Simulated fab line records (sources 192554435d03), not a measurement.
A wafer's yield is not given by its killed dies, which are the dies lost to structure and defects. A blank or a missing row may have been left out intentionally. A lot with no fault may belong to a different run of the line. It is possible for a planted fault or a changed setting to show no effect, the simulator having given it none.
2 desks, one fault	flow n5-finfet	only its own numbers are on each desk; what lay behind them is given at the end

THE METROLOGY DESK
What the gauges read, lot by lot, whatever tool the lot ran on: means of the sampled wafers that have a number. Marked OUT: a lot whose mean sits more than 4 standard deviations from the usual mean, which makes it out of limits; the brackets give that distance.
Columns: A = cd-nm at N5_PASSIVATION_CD_MEAS_30, usual 3999.0 nm; B = PAD_OVL at N5_PASSIVATION_OVL_MEAS_63, usual 1 nm
lot	first seen here	A	B
L740	day 12 13:22	4001.1	5
L741	day 13 03:51	4000.6	8
L743	day 14 18:22	3998.8	5
L745	day 14 19:16	3997.0	0
L747	day 15 21:53	3998.2	-7
L751	day 16 10:42	3998.4	-2
L757	day 17 01:56	4000.8	-9
L754	day 17 02:52	3998.8	2
L760	day 18 09:20	3999.3	-5
L759	day 18 16:04	4000.4	7
L761	day 18 19:37	4000.7	6
Finding of this desk: none of the 11 lots has anything out of limits.

TOOL OWNER'S DESK, rie-diel-02
The tool's own readings at N5_BEOL_M11_STRIP_36 (strips in N2/H2): means of the sampled wafers that have a number, for each lot that ran on this tool. Marked OUT: a lot whose mean sits more than 4 standard deviations from the usual mean, which makes it out of limits; the brackets give that distance.
Columns: A = drypump-motor-current-A at N5_BEOL_M11_STRIP_36, usual 5.86 A; B = oes-product-au at N5_BEOL_M11_STRIP_36, usual 0.78 a.u.; C = rf-vpp-V at N5_BEOL_M11_STRIP_36, usual 59.1 V; D = showerhead-plenum-p-Torr at N5_BEOL_M11_STRIP_36, usual 2.54 Torr; E = temp-c at N5_BEOL_M11_STRIP_36, usual 40.00 C; F = throttle-valve-pct at N5_BEOL_M11_STRIP_36, usual 23.72 %
lot	first seen here	A	B	C	D	E	F
L741	day 11 10:00	5.86	0.71	59.4	2.56	40.02	23.77
L743	day 12 15:01	5.97	0.88	57.7	2.62	40.10	23.58
L747	day 13 16:10	5.99	0.70	58.4	2.47	40.00	23.69
L751	day 14 07:43	6.04	0.71	60.1	2.63	40.15	23.77
L760	day 16 16:55	5.88	0.68	57.8	2.55	40.05	23.81
L759	day 17 00:35	6.20	0.69	58.6	2.54	39.96	23.66
L761	day 17 02:32	5.83	0.81	59.4	2.53	39.98	23.64
Finding of this desk: none of the 7 lots has anything out of limits.

TAKEN TOGETHER
Metrology desk: nothing out of limits seen.
The tool owner's desk saw nothing out of limits.

WHAT HAD BEEN PUT IN BY THE SIMULATOR
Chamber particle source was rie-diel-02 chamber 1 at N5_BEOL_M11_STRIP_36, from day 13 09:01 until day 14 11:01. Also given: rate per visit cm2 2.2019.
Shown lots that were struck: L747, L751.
